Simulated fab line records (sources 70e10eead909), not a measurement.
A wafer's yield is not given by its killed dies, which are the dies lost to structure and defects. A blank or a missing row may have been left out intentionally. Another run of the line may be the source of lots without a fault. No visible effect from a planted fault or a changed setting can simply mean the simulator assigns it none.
Matching of chambers	flow nand_harc	4 sister chambers for NHARC_A_WL_FILL_ALD_19 on ald_metal-02
The step deposits TiN, target thk 2 nm, pulse time 3 s, ald cycles 100. 4 wafers are shown with their chamber, then 7 later ones without.

== WAFERS PAIRED WITH THEIR CHAMBERS ==
wafer	chamber	heater_power_w (W)
L115.5	1	955
L121.1	2	1081
L124.1	0	1182
L124.5	3	1169

== WAFERS WITH NO CHAMBER GIVEN ==
wafer	heater_power_w (W)
L124.6	1165
L122.1	963
L122.4	1073
L122.6	1172
L128.2	1074
L128.5	989
L128.6	1172

== WHICH CHAMBER EACH ONE RAN IN ==
wafer	from the rows above	in truth
L124.6	can't be placed: 3 or 0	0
L122.1	1	1
L122.4	2	2
L122.6	can't be placed: 3 or 0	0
L128.2	2	2
L128.5	1	1
L128.6	can't be placed: 3 or 0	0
4 of 7 placed correctly. These rows do not allow placing 3 (true chamber among the candidates in 3). Number placed wrongly: 0.
How it was worked out, from the rows above alone: a wafer's distance from a chamber is the root of the sum, over the readings, of the square of ((its reading less the chamber's mean) divided by the reading's scatter). The wafer belongs to the nearest chamber; if the next one is less than 2 further off, it can't be placed. For every chamber, the mean is computed from those of its wafers that are shown. The scatter (one wafer shown for each chamber): square how far every hidden wafer sits from the nearest shown wafer, average those squares and take the square root.
